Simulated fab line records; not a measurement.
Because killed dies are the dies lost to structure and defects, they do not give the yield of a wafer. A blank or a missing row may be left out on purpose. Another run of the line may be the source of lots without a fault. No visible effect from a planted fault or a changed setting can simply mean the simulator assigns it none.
fab line records	flow n5_finfet	part 1 of 2: steps 1 to 23 of 33
[record] lots = 5	wafers = 15	last_day = 18
route steps=1938 shown BEOL_M12@1619
lots untouched by any fault: they come from a run of this same line in which no faults occurred
start_h: hours from the record's opening day to when the first of the lot's shown wafers began	wait_h: hours elapsed since this lot's preceding step	" unchanged from the row above	L1.1+2: one row covering several wafers at once	- no value, or no start given	* or withheld: withheld	< > ~ a bound
route shown NAME@n: names a module that has steps shown in the file, with the first one's number in the route	usual: the fault-free wafers' mean and standard deviation	same: alike in all rows	chamber/n: place in a boat	sites: readings site by site	_std_site: the standard deviation of these	_edge_site: inner sites' mean taken away from outer sites' mean	radius_mm: how far each site lies from the wafer's centre	mask NAME#n: copy n	behind: tool/chamber where the wafer was last shaped	hold: reason for holding the lot/hours on hold/outcome of the hold	device: the n, p or np transistor that did not switch	end of line: the same wafers' tests at the end of the route	step lacking rows: just its recipe	killed: at the first sort, the dies lost to defects and structure; wafer yield is something else	map: per-die view of a wafer (x killed, . not killed, _ where there is no die)
set.NAME: setting as actually run; set.NAME@STEP: the setting as run at that earlier step	model.NAME: the simulator's own value behind a step, which no gauge read
a table for each step, a row for each wafer; lots at some steps of the route
services: the hour from which a tool's chamber was out of use, counted from the record's first day as start_h (under 0 if before that day), plus the number of hours and why
[[steps]]
[step N5_BEOL_M12_STRIP_64]
[recipe] chemistry = N2/H2	power_w = 1000	temp_c = 250	h2_frac = 0.65	overash_fraction = 0.3	pressure_mtorr = withheld	n2_flow_sccm = 1750	h2_flow_sccm = 3250
[usual] drypump_motor_current_A = 5.5/0.35	heater_power_w = 338/23	oes_product_au = 0.716/0.0045	strip_time_to_endpoint_s = 31.31/0.077
lot.wafer	tool	chamber	start_h	wait_h	drypump_motor_current_A	heater_power_w	oes_product_au	rf_hours_counter_h	strip_time_to_endpoint_s
L075.1	plasma_asher-02	1	239.89	0.0	5.1	321	0.722	122	31.23
L075.2	"	0	"	"	5.7	320	0.723	122	31.22
L075.3	"	0	"	"	5.7	343	0.716	-	31.15
L077.3	plasma_asher-01	1	247.28	0.0	5.6	367	0.712	-	31.27
L077.5	"	0	"	"	6.0	381	0.710	-	31.31
L077.6	"	1	"	"	5.6	355	0.713	-	31.20
L084.1	plasma_asher-01	0	296.33	0.0	6.0	367	0.717	78	31.38
L084.4	"	1	"	"	5.6	362	0.714	-	31.43
L084.5	"	1	"	"	5.6	355	0.714	-	31.39
L085.1	plasma_asher-02	1	308.17	0.0	5.1	309	0.724	136	31.26
L085.3	"	1	"	"	5.1	310	0.719	-	31.33
L085.4	"	0	"	"	5.7	331	0.711	-	31.30
L097.1	plasma_asher-02	1	387.24	0.0	5.1	311	0.709	152	31.43
L097.2	"	0	"	"	5.7	327	0.713	152	31.43
L097.4	"	0	"	"	5.7	337	0.715	-	31.35
[step N5_BEOL_M12_STRIP_71]
[recipe] chemistry = post_etch_residue_remover	time_s = 60	temp_c = 25	remover_ph = withheld	remover_water_wt_pct = withheld	remover_fluoride_wt_pct = withheld
lot.wafer	tool	chamber	start_h	wait_h
L075.1+2+3	wet_bench-05	7,4,6	239.98	0.1
L077.3+5+6	wet_bench-01	3,5,1	247.34	0.0
L084.1+4+5	wet_bench-05	5,4,0	296.41	0.1
L085.1+3+4	wet_bench-04	0,7,2	308.26	0.1
L097.1+2+4	wet_bench-01	7,1,3	387.33	0.1
[step N5_BEOL_M12_SRD_72]
[recipe] time_s = 30	temp_c = 23	rinse_liquid = diw	dry = n2_spin	spin_rpm = 1500	dry_time_s = 30
lot.wafer	tool	chamber	start_h	wait_h
L075.1+2+3	wet_bench-05	7,4,6	240.00	0.0
L077.3+5+6	wet_bench-01	3,5,1	247.36	0.0
L084.1+4+5	wet_bench-05	5,4,0	296.43	0.0
L085.1+3+4	wet_bench-04	0,7,2	308.28	0.0
L097.1+2+4	wet_bench-01	7,1,3	387.35	0.0
[step N5_BEOL_M12_CD_MEAS_17]
[recipe] target_cd_nm = 140	polarity = opening
[usual] cd_nm = 140.3/2
lot.wafer	tool	chamber	start_h	wait_h	cd_nm
L075.1	cd_sem-01	-	240.04	0.0	140.6
L075.2	"	-	"	"	138.8
L075.3	"	-	"	"	140.8
L077.3	cd_sem-01	-	247.41	0.0	140.8
L077.5	"	-	"	"	139.7
L077.6	"	-	"	"	142.4
L084.1	cd_sem-01	-	296.47	0.0	139.9
L084.4	"	-	"	"	139.3
L084.5	"	-	"	"	136.3
L085.1	cd_sem-02	-	308.32	0.0	142.7
L085.3	"	-	"	"	142.3
L085.4	"	-	"	"	140.4
L097.1	cd_sem-02	-	387.39	0.0	140.6
L097.2	"	-	"	"	140.7
L097.4	"	-	"	"	140.0
[step N5_BEOL_M12_COAT_65]
[recipe] resist = SOC	temp_c = 250	time_s = 60	spin_rpm = 1500	resist_thk_nm = 300
[usual] resist_line_temp_C = 23.00/0.1
lot.wafer	tool	chamber	start_h	wait_h	resist_line_temp_C
L075.1	litho_track-04	0	240.07	0.0	23.01
L075.2	"	0	"	"	22.90
L075.3	"	0	"	"	22.94
L077.3	litho_track-05	0	247.44	0.0	22.86
L077.5	"	0	"	"	22.97
L077.6	"	0	"	"	22.95
L084.1	litho_track-05	0	296.51	0.0	22.88
L084.4	"	0	"	"	23.01
L084.5	"	0	"	"	23.01
L085.1	litho_track-03	0	308.36	0.0	23.09
L085.3	"	0	"	"	22.95
L085.4	"	0	"	"	22.97
L097.1	litho_track-03	0	387.42	0.0	22.95
L097.2	"	0	"	"	23.03
L097.4	"	0	"	"	22.99
[step N5_BEOL_M12_COAT_66]
[recipe] resist = SiARC	temp_c = 220	time_s = 60	spin_rpm = 1500	resist_thk_nm = 110
[usual] resist_line_temp_C = 23.01/0.099
lot.wafer	tool	chamber	start_h	wait_h	resist_line_temp_C
L075.1	litho_track-04	0	-	-	23.09
L075.2	"	0	"	"	22.93
L075.3	"	0	"	"	23.06
L077.3	litho_track-05	0	-	-	23.11
L077.5	"	0	"	"	22.97
L077.6	"	0	"	"	22.86
L084.1	litho_track-05	0	-	-	23.07
L084.4	"	0	"	"	23.05
L084.5	"	0	"	"	23.11
L085.1	litho_track-03	0	-	-	22.97
L085.3	"	0	"	"	22.82
L085.4	"	0	"	"	23.17
L097.1	litho_track-03	0	-	-	22.97
L097.2	"	0	"	"	22.91
L097.4	"	0	"	"	23.01
[step N5_BEOL_M12_COAT_22]
[recipe] spin_rpm = 2888	resist_thk_nm = 300
[usual] resist_line_temp_C = 23.01/0.11
lot.wafer	tool	chamber	start_h	wait_h	resist_line_temp_C
L075.1	litho_track-04	0	-	-	22.84
L075.2	"	0	"	"	23.07
L075.3	"	0	"	"	22.89
L077.3	litho_track-05	0	-	-	23.01
L077.5	"	0	"	"	22.88
L077.6	"	0	"	"	22.92
L084.1	litho_track-05	0	-	-	23.15
L084.4	"	0	"	"	23.09
L084.5	"	0	"	"	23.00
L085.1	litho_track-03	0	-	-	23.04
L085.3	"	0	"	"	23.01
L085.4	"	0	"	"	22.97
L097.1	litho_track-03	0	-	-	23.10
L097.2	"	0	"	"	23.09
L097.4	"	0	"	"	23.15
[step N5_BEOL_M12_EBR_24]
[recipe] solvent = PGMEA	ebr_width_mm = 1.5
[usual] resist_line_temp_C = 23.02/0.093
lot.wafer	tool	chamber	start_h	wait_h	resist_line_temp_C
L075.1	litho_track-04	0	-	-	23.03
L075.2	"	0	"	"	22.97
L075.3	"	0	"	"	23.05
L077.3	litho_track-05	0	-	-	23.01
L077.5	"	0	"	"	22.95
L077.6	"	0	"	"	22.74
L084.1	litho_track-05	0	-	-	22.98
L084.4	"	0	"	"	23.06
L084.5	"	0	"	"	23.01
L085.1	litho_track-03	0	-	-	23.10
L085.3	"	0	"	"	22.77
L085.4	"	0	"	"	22.90
L097.1	litho_track-03	0	-	-	23.11
L097.2	"	0	"	"	23.13
L097.4	"	0	"	"	22.98
[step N5_BEOL_M12_SOFTBAKE_23]
[recipe] temp_c = 130	time_s = 60
[usual] resist_line_temp_C = 22.99/0.1
lot.wafer	tool	chamber	start_h	wait_h	resist_line_temp_C
L075.1	litho_track-04	0	-	-	22.91
L075.2	"	0	"	"	23.08
L075.3	"	0	"	"	23.14
L077.3	litho_track-05	0	-	-	23.05
L077.5	"	0	"	"	23.07
L077.6	"	0	"	"	22.83
L084.1	litho_track-05	0	-	-	22.90
L084.4	"	0	"	"	22.92
L084.5	"	0	"	"	23.16
L085.1	litho_track-03	0	-	-	23.15
L085.3	"	0	"	"	23.20
L085.4	"	0	"	"	23.09
L097.1	litho_track-03	0	-	-	22.82
L097.2	"	0	"	"	23.22
L097.4	"	0	"	"	23.11
[step N5_BEOL_M12_EXPOSE_25]
[recipe] mask_id = M12	na = 0.93	source_shape = conventional	sigma_outer = 0.4	polarization = unpolarized	dose_mj = 21.8
lot.wafer	tool	chamber	start_h	wait_h	mask
L075.1+2+3	krf_scanner-02	0	240.32	-	M12#0
L077.3+5+6	krf_scanner-02	0	247.57	-	M12#0
L084.1+4+5	krf_scanner-01	0	296.63	-	M12#0
L085.1+3+4	krf_scanner-02	0	308.47	-	M12#0
L097.1+2+4	krf_scanner-02	0	387.66	-	M12#0
[step N5_BEOL_M12_PEB_26]
[recipe] peb_temp_c = 130	peb_time_s = 90
[usual] resist_line_temp_C = 23.01/0.098
lot.wafer	tool	chamber	start_h	wait_h	resist_line_temp_C
L075.1	litho_track-04	0	240.38	0.1	22.98
L075.2	"	0	"	"	23.01
L075.3	"	0	"	"	22.84
L077.3	litho_track-05	0	247.62	0.0	22.86
L077.5	"	0	"	"	23.02
L077.6	"	0	"	"	22.98
L084.1	litho_track-03	0	296.68	0.1	23.12
L084.4	"	0	"	"	23.18
L084.5	"	0	"	"	23.05
L085.1	litho_track-04	0	308.53	0.1	23.06
L085.3	"	0	"	"	23.00
L085.4	"	0	"	"	23.02
L097.1	litho_track-03	0	387.72	0.1	22.96
L097.2	"	0	"	"	22.93
L097.4	"	0	"	"	22.99
[step N5_BEOL_M12_DEVELOP_27]
[recipe] develop_time_s = 45	rinse_liquid = diw	dry = air_spin	dev_temp_c = 21
[usual] resist_line_temp_C = 22.99/0.097
lot.wafer	tool	chamber	start_h	wait_h	resist_line_temp_C
L075.1	litho_track-04	0	-	-	23.00
L075.2	"	0	"	"	23.00
L075.3	"	0	"	"	22.96
L077.3	litho_track-05	0	-	-	22.97
L077.5	"	0	"	"	23.03
L077.6	"	0	"	"	22.89
L084.1	litho_track-03	0	-	-	22.89
L084.4	"	0	"	"	23.04
L084.5	"	0	"	"	23.02
L085.1	litho_track-04	0	-	-	22.95
L085.3	"	0	"	"	23.01
L085.4	"	0	"	"	22.92
L097.1	litho_track-03	0	-	-	22.92
L097.2	"	0	"	"	22.83
L097.4	"	0	"	"	22.99
[step N5_BEOL_M12_HARDBAKE_32]
[recipe] temp_c = 130	time_s = 120
[usual] resist_line_temp_C = 23.01/0.11
lot.wafer	tool	chamber	start_h	wait_h	resist_line_temp_C
L075.1	litho_track-04	0	-	-	22.89
L075.2	"	0	"	"	22.91
L075.3	"	0	"	"	23.15
L077.3	litho_track-05	0	-	-	23.20
L077.5	"	0	"	"	23.08
L077.6	"	0	"	"	22.91
L084.1	litho_track-03	0	-	-	23.01
L084.4	"	0	"	"	22.94
L084.5	"	0	"	"	23.02
L085.1	litho_track-04	0	-	-	23.10
L085.3	"	0	"	"	23.02
L085.4	"	0	"	"	23.12
L097.1	litho_track-03	0	-	-	22.95
L097.2	"	0	"	"	23.04
L097.4	"	0	"	"	23.02
[step N5_BEOL_M12_CD_MEAS_28]
[recipe] target_cd_nm = 160.2	landing_energy_ev = 500	detector = se_inlens	polarity = opening
[usual] cd_nm = 159.3/1.2
lot.wafer	tool	chamber	start_h	wait_h	cd_nm
L075.1	cd_sem-01	0	240.49	-	160.5
L075.2	"	0	"	"	159.1
L075.3	"	0	"	"	161.5
L077.3	cd_sem-02	0	247.73	-	160.2
L077.5	"	0	"	"	160.5
L077.6	"	0	"	"	162.1
L084.1	cd_sem-02	0	296.80	-	157.2
L084.4	"	0	"	"	159.0
L084.5	"	0	"	"	160.5
L085.1	cd_sem-01	0	308.65	-	159.9
L085.3	"	0	"	"	158.1
L085.4	"	0	"	"	160.2
L097.1	cd_sem-02	0	387.84	-	157.7
L097.2	"	0	"	"	159.9
L097.4	"	0	"	"	159.5
[step N5_BEOL_M12_OVL_MEAS_29]
[recipe] points_per_wafer = 44
[usual] M12_OVL = 0/5.3
[same] points_per_wafer = 44
lot.wafer	tool	chamber	start_h	wait_h	M12_OVL[nm]
L075.1	overlay-02	0	240.52	0.0	-3
L075.2	"	0	"	"	0
L075.3	"	0	"	"	6
L077.3	overlay-02	0	247.76	0.0	2
L077.5	"	0	"	"	8
L077.6	"	0	"	"	4
L084.1	overlay-01	0	296.83	0.0	-5
L084.4	"	0	"	"	-6
L084.5	"	0	"	"	3
L085.1	overlay-02	0	308.68	0.0	-2
L085.3	"	0	"	"	1
L085.4	"	0	"	"	-4
L097.1	overlay-02	0	387.87	0.0	-3
L097.2	"	0	"	"	-4
L097.4	"	0	"	"	3
[step N5_BEOL_M12_INSPECT_30]
[recipe] mode = adi	inspect_instrument = macro
[usual] raw_defect_count = 2.0/1.4
lot.wafer	tool	chamber	start_h	wait_h	raw_defect_count
L075.1	defect_inspect-02	-	240.54	0.0	5
L075.2	"	-	"	"	1
L075.3	"	-	"	"	0
L077.3	defect_inspect-02	-	247.79	0.0	0
L077.5	"	-	"	"	3
L077.6	"	-	"	"	5
L084.1	defect_inspect-02	-	296.85	0.0	2
L084.4	"	-	"	"	2
L084.5	"	-	"	"	3
L085.1	defect_inspect-01	-	308.70	0.0	1
L085.3	"	-	"	"	1
L085.4	"	-	"	"	0
L097.1	defect_inspect-01	-	387.89	0.0	1
L097.2	"	-	"	"	2
L097.4	"	-	"	"	0
[step N5_BEOL_M12_DESCUM_33]
[recipe] chemistry = O2	time_s = 7.9	source_power_w = 50	bias_power_w = 20	pressure_mtorr = 20	rf_frequency_hz = 2.712e+07	temp_c = 40	o2_flow_sccm = 225
[usual] drypump_motor_current_A = 5.8/0.58	oes_product_au = 0.80/0.08	rf_vpp_V = 242.7/1.3	showerhead_plenum_p_Torr = 2.08/0.072	throttle_valve_pct = 20.35/0.23
lot.wafer	tool	chamber	start_h	wait_h	drypump_motor_current_A	oes_product_au	rf_hours_counter_h	rf_vpp_V	showerhead_plenum_p_Torr	throttle_valve_pct
L075.1	rie_diel-02	0	240.58	0.0	5.0	0.85	68	243.5	2.05	20.42
L075.2	"	1	"	"	5.5	0.83	57	242.3	2.04	19.96
L075.3	"	2	"	"	6.3	0.76	112	241.5	2.03	20.49
L077.3	rie_diel-02	1	247.82	0.0	5.5	0.84	60	241.9	2.04	19.94
L077.5	"	0	"	"	5.0	0.85	-	242.1	2.05	20.44
L077.6	"	3	"	"	5.9	0.68	-	242.5	2.05	20.63
L084.1	rie_diel-06	3	296.89	0.0	6.4	0.70	222	243.6	2.16	20.67
L084.4	"	1	"	"	5.9	0.88	-	244.2	2.22	20.15
L084.5	"	2	"	"	6.2	0.86	-	241.9	2.04	20.48
L085.1	rie_diel-06	2	308.73	0.0	6.2	0.86	73	243.0	2.04	20.49
L085.3	"	1	"	"	5.9	0.88	50	244.3	2.22	20.16
L085.4	"	2	"	"	6.2	0.86	-	240.1	2.04	20.48
L097.1	rie_diel-05	3	388.00	0.1	4.9	0.75	118	240.6	2.02	20.10
L097.2	"	2	"	"	6.6	0.92	21	241.8	2.07	20.32
L097.4	"	1	"	"	6.4	0.80	112	242.1	2.02	20.40
[step N5_BEOL_M12_ETCH_67]
[recipe] chemistry = CF4	target = SiARC	target_depth_a = 1430	time_s = 238.3	ion_energy_ev = 80	pressure_mtorr = 40	source_w = 545	bias_w = 36	Ar_flow_sccm = 100	cf4_flow_sccm = 100	ends = cleared
[usual] drypump_motor_current_A = 5.8/0.58	etch_rf_on_time_s = 239/7	oes_product_au = 0.69/0.071	rf_vpp_V = 183.8/1.2	showerhead_plenum_p_Torr = 2.12/0.07	throttle_valve_pct = 15.50/0.23
lot.wafer	tool	chamber	start_h	wait_h	drypump_motor_current_A	etch_rf_on_time_s	oes_product_au	rf_hours_counter_h	rf_vpp_V	showerhead_plenum_p_Torr	throttle_valve_pct
L075.1	rie_diel-02	0	240.61	0.0	5.0	235	0.73	68	182.9	2.08	15.39
L075.2	"	1	"	"	5.5	240	0.72	57	184.4	2.09	15.17
L075.3	"	2	"	"	6.2	237	0.66	112	183.6	2.08	15.67
L077.3	rie_diel-02	1	247.85	0.0	5.5	238	0.71	60	184.4	2.09	15.16
L077.5	"	0	"	"	5.1	234	0.71	-	183.8	2.08	15.38
L077.6	"	3	"	"	5.9	237	0.59	-	184.3	2.12	15.93
L084.1	rie_diel-06	3	296.92	0.0	6.5	252	0.59	222	184.3	2.20	15.84
L084.4	"	1	"	"	5.9	241	0.75	-	183.8	2.27	15.28
L084.5	"	2	"	"	6.3	236	0.73	-	183.3	2.10	15.60
L085.1	rie_diel-06	2	308.77	0.0	6.3	235	0.72	73	182.9	2.10	15.65
L085.3	"	1	"	"	5.9	236	0.75	50	185.2	2.26	15.30
L085.4	"	2	"	"	6.2	236	0.72	-	182.9	2.10	15.63
L097.1	rie_diel-05	3	388.03	0.0	4.9	258	0.62	118	182.7	2.07	15.22
L097.2	"	2	"	"	6.6	236	0.79	21	183.9	2.10	15.36
L097.4	"	1	"	"	6.4	233	0.70	112	183.3	2.08	15.61
[step N5_BEOL_M12_ETCH_68]
[recipe] chemistry = N2/H2	target = SOC	mask_material = SiARC	source_w = 3000	bias_w = 350	temp_c = 40	time_s = 285	ion_energy_ev = 200	pressure_mtorr = 30	n2_flow_sccm = 200	h2_flow_sccm = 200
[usual] drypump_motor_current_A = 5.8/0.59	oes_product_au = 0.80/0.079	rf_vpp_V = 523.2/2.7	showerhead_plenum_p_Torr = 2.52/0.088	throttle_valve_pct = 17.7/0.32
lot.wafer	tool	chamber	start_h	wait_h	drypump_motor_current_A	oes_product_au	rf_hours_counter_h	rf_vpp_V	showerhead_plenum_p_Torr	throttle_valve_pct
L075.1	rie_diel-02	0	240.76	0.1	5.1	0.85	68	521.7	2.49	17.8
L075.2	"	1	"	"	5.5	0.83	57	522.6	2.47	17.2
L075.3	"	2	"	"	6.2	0.77	112	522.4	2.46	17.8
L077.3	rie_diel-02	1	248.00	0.1	5.5	0.82	60	522.4	2.47	17.2
L077.5	"	0	"	"	5.0	0.84	-	521.9	2.49	17.8
L077.6	"	3	"	"	6.0	0.68	-	522.0	2.51	18.1
L084.1	rie_diel-06	3	297.07	0.1	6.5	0.69	222	526.3	2.64	18.2
L084.4	"	1	"	"	5.9	0.89	-	528.3	2.68	17.2
L084.5	"	2	"	"	6.2	0.85	-	521.0	2.47	17.7
L085.1	rie_diel-06	2	308.92	0.1	6.2	0.83	73	522.1	2.47	17.7
L085.3	"	1	"	"	5.9	0.86	50	529.3	2.68	17.3
L085.4	"	2	"	"	6.2	0.84	-	520.9	2.47	17.7
L097.1	rie_diel-05	3	388.18	0.1	4.9	0.75	118	521.8	2.44	17.3
L097.2	"	2	"	"	6.6	0.92	21	523.3	2.50	17.6
L097.4	"	1	"	"	6.4	0.80	112	522.3	2.44	17.5
[step N5_BEOL_M12_STRIP_69]
[recipe] chemistry = N2/H2	temp_c = 40	n2_flow_sccm = 200	h2_flow_sccm = 200	rf_frequency_hz = 6e+07
lot.wafer	tool	chamber	start_h	wait_h
L075.1+2+3	rie_diel-02	0,1,2	240.93	0.1
L077.3+5+6	rie_diel-02	1,0,3	248.17	0.1
L084.1+4+5	rie_diel-06	3,1,2	297.24	0.1
L085.1+3+4	rie_diel-06	2,1,2	309.09	0.1
L097.1+2+4	rie_diel-05	3,2,1	388.35	0.1
[step N5_BEOL_M12_TRENCH_ETCH_34]
[recipe] chemistry = C4F8/O2/Ar	target = SiOC	target_depth_a = 3189.5	mask_material = SOC	pressure_mtorr = 30	source_w = 3000	bias_w = 700	Ar_flow_sccm = 400	C4F8_flow_sccm = 15	O2_flow_sccm = 8	he_inner_torr = 15	he_outer_torr = 30	time_s = 125.5	ion_energy_ev = 250
[usual] drypump_motor_current_A = 5.8/0.58	oes_product_au = 0.80/0.08	rf_vpp_V = 665/3.2	showerhead_plenum_p_Torr = 3.39/0.11	throttle_valve_pct = 24.10/0.22
lot.wafer	tool	chamber	start_h	wait_h	drypump_motor_current_A	oes_product_au	rf_hours_counter_h	rf_vpp_V	showerhead_plenum_p_Torr	throttle_valve_pct
L075.1	rie_diel-02	0	240.94	0.0	5.1	0.85	68	662	3.33	24.07
L075.2	"	1	"	"	5.5	0.83	57	663	3.34	23.72
L075.3	"	2	"	"	6.2	0.76	113	662	3.33	24.32
L077.3	rie_diel-02	1	248.18	0.0	5.5	0.82	61	662	3.34	23.73
L077.5	"	0	"	"	5.1	0.84	-	664	3.33	24.07
L077.6	"	3	"	"	5.9	0.68	-	664	3.38	24.46
L084.1	rie_diel-06	3	297.25	0.0	6.5	0.69	222	669	3.51	24.38
L084.4	"	1	"	"	5.9	0.88	-	671	3.61	23.91
L084.5	"	2	"	"	6.2	0.85	-	663	3.34	24.23
L085.1	rie_diel-06	2	309.10	0.0	6.2	0.85	73	662	3.33	24.25
L085.3	"	1	"	"	5.9	0.87	50	673	3.61	23.91
L085.4	"	2	"	"	6.2	0.84	-	663	3.33	24.25
L097.1	rie_diel-05	3	388.36	0.0	4.9	0.75	118	661	3.32	23.87
L097.2	"	2	"	"	6.6	0.92	21	664	3.34	23.93
L097.4	"	1	"	"	6.3	0.81	112	661	3.32	24.19
[step N5_BEOL_M12_STRIP_70]
[recipe] chemistry = C4F8/O2/Ar	resist = SiARC	rf_frequency_hz = 6e+07
lot.wafer	tool	chamber	start_h	wait_h
L075.1+2+3	rie_diel-02	0,1,2	241.06	0.1
L077.3+5+6	rie_diel-02	1,0,3	248.30	0.1
L084.1+4+5	rie_diel-06	3,1,2	297.37	0.1
L085.1+3+4	rie_diel-06	2,1,2	309.21	0.1
L097.1+2+4	rie_diel-05	3,2,1	388.47	0.1
[step N5_BEOL_M12_OCD_MEAS_35]
[usual] trench_depth_nm = 318/5
lot.wafer	tool	chamber	start_h	wait_h	trench_depth_nm
L075.1	ocd-01	-	241.10	0.0	325
L075.2	"	-	"	"	314
L075.3	"	-	"	"	317
L077.3	ocd-02	-	248.34	0.0	313
L077.5	"	-	"	"	321
L077.6	"	-	"	"	311
L084.1	ocd-01	-	297.41	0.0	311
L084.4	"	-	"	"	317
L084.5	"	-	"	"	321
L085.1	ocd-02	-	309.25	0.0	323
L085.3	"	-	"	"	319
L085.4	"	-	"	"	323
L097.1	ocd-02	-	388.51	0.0	314
L097.2	"	-	"	"	323
L097.4	"	-	"	"	320
